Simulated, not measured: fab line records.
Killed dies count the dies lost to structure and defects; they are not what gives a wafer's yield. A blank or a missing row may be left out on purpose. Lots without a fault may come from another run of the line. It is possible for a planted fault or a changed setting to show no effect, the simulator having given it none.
3 desks looking at one fault + flow n5_finfet + each desk holds nothing but its own numbers, with what lay behind them at the end

== THE TOOL OWNER'S DESK: epi_rpcvd-01 ==
The tool's own readings at N5_PMOS_HMC_CHANNEL_EPI_EPI_26 (deposits Si from SiH4/H2, target thk 3.8 nm, time 22.7 s): means of the sampled wafers that have a number, for each lot that ran on this tool. If a lot's mean is further than 4 standard deviations from the usual mean, the lot is out of limits and carries the mark OUT (the distance appears in the brackets).
Columns: A = throttle_valve_pct at N5_PMOS_HMC_CHANNEL_EPI_EPI_26, usual 11.17 %
| lot  | first seen here | A     |
|------|-----------------|-------|
| L160 | day 2 13:38     | 11.26 |
| L170 | day 5 02:10     | 11.18 |
| L171 | day 5 08:08     | 11.11 |
| L172 | day 5 14:38     | 11.10 |
This desk found nothing out of limits on any of the 4 lots.

== METROLOGY DESK ==
What the gauges read for every lot (on any tool): the sampled wafers with a number, averaged. If a lot's mean is further than 4 standard deviations from the usual mean, the lot is out of limits and carries the mark OUT (the distance appears in the brackets).
Columns: A = HMC_CMP_THK at N5_PMOS_HMC_CHANNEL_EPI_THK_MEAS_22, usual 53.6 nm; B = thk_nm at N5_FIN_SAQP_THK_MEAS_05, usual 38.1 nm; C = thk_nm at N5_FIN_SAQP_THK_MEAS_07, usual 59.9 nm; D = cd_nm at N5_FIN_SAQP_CD_MEAS_16, usual 35.61 nm; E = FIN_CORE_OVL at N5_FIN_SAQP_OVL_MEAS_17, usual -0.3 nm
| lot  | first seen here | A    | B    | C    | D     | E    |
|------|-----------------|------|------|------|-------|------|
| L160 | day 2 13:28     | 53.2 | 37.4 | 60.7 | 36.00 | -0.3 |
| L162 | day 3 01:48     | 53.2 | 37.9 | 59.6 | 35.63 | 0.0  |
| L166 | day 4 02:34     | 53.6 | 37.6 | 60.0 | 35.14 | -0.7 |
| L170 | day 5 01:58     | 53.1 | 38.3 | 60.3 | 35.69 | -0.6 |
| L171 | day 5 07:56     | 54.0 | 38.0 | 60.9 | 35.30 | -0.1 |
| L172 | day 5 14:26     | 53.4 | 37.6 | 60.2 | 35.52 | -0.3 |
| L179 | day 7 08:32     | 54.1 | 38.4 | 59.5 | 35.53 | -0.2 |
This desk found nothing out of limits on any of the 7 lots.

== THE DEFECT DESK ==
What the inspections along the route counted, lot by lot: means of the sampled wafers that have a number. If a lot's mean is further than 4 standard deviations from the usual mean, the lot is out of limits and carries the mark OUT (the distance appears in the brackets).
Columns: A = raw_defect_count at N5_PMOS_HMC_CHANNEL_EPI_INSPECT_30, usual 18; B = raw_defect_count at N5_FIN_SAQP_INSPECT_18, usual 421
| lot  | first seen here | A  | B   |
|------|-----------------|----|-----|
| L160 | day 2 13:57     | 25 | 289 |
| L162 | day 3 02:17     | 16 | 629 |
| L166 | day 4 03:02     | 26 | 444 |
| L170 | day 5 02:41     | 22 | 276 |
| L171 | day 5 08:39     | 22 | 416 |
| L172 | day 5 15:09     | 20 | 588 |
| L179 | day 7 09:01     | 16 | 394 |
This desk found nothing out of limits on any of the 7 lots.

== BROUGHT TOGETHER ==
The desk of the tool owner found nothing out of limits.
At the metrology desk, nothing out of limits was observed.
Nothing the defect desk looked at was out of limits.

== WHAT HAD BEEN PUT IN BY THE SIMULATOR ==
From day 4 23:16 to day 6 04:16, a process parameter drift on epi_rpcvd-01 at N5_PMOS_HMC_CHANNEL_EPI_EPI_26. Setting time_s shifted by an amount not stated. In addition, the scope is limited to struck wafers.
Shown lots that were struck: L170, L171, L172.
